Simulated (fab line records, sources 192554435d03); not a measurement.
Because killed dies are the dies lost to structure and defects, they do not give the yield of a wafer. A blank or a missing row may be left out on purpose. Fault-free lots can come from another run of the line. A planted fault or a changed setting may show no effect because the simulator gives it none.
Chamber matching -- flow n5-finfet -- 4 sister chambers for N5_BEOL_M6_ALD_77 on ald-metal-02
The step deposits TaN, target thk 2 nm, pulse time 2 s, purge time 3 s. 8 wafers are shown with their chamber, then 10 later ones without.

## EACH WAFER AND ITS CHAMBER
wafer,chamber,heater-power-w (W),precursor-vessel-pressure-torr (Torr)
L080.2,0,344,26.21
L082.3,0,348,26.20
L082.4,3,408,26.31
L084.6,1,444,26.31
L088.2,1,443,26.20
L088.5,2,487,26.30
L091.1,2,465,26.26
L091.3,3,401,26.30

## WAFERS WITHOUT THEIR CHAMBER
wafer,heater-power-w (W),precursor-vessel-pressure-torr (Torr)
L091.6,449,26.29
L094.2,461,26.27
L094.3,399,26.26
L094.4,363,26.31
L096.1,475,26.18
L096.3,353,26.17
L096.5,361,26.26
L097.2,360,26.23
L097.4,477,26.25
L097.5,394,26.15

## CHAMBER TAKEN BY EACH
wafer,from the rows above,in truth
L091.6,1,1
L094.2,can't be placed: 2 or 1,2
L094.3,3,3
L094.4,can't be placed: 0 or 3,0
L096.1,can't be placed: 2 or 1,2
L096.3,0,0
L096.5,0,0
L097.2,0,0
L097.4,2,2
L097.5,3,3
Placed correctly: 7 of 10. From these rows, 3 cannot be placed; in 3 the true chamber is one of the candidates. Wrongly placed: 0.
How it was worked out, from the rows above alone: a wafer's distance from a chamber is the root of the sum, over the readings, of the square of ((its reading less the chamber's mean) divided by the reading's scatter). If the next closest chamber is less than 2 further off than the closest, the wafer can't be placed; otherwise it belongs to the closest. Each chamber's mean is taken over the wafers shown for it. The scatter is the square root of a quotient: the sum, over the shown wafers, of each reading's squared deviation from its chamber's mean, divided by wafers minus chambers.
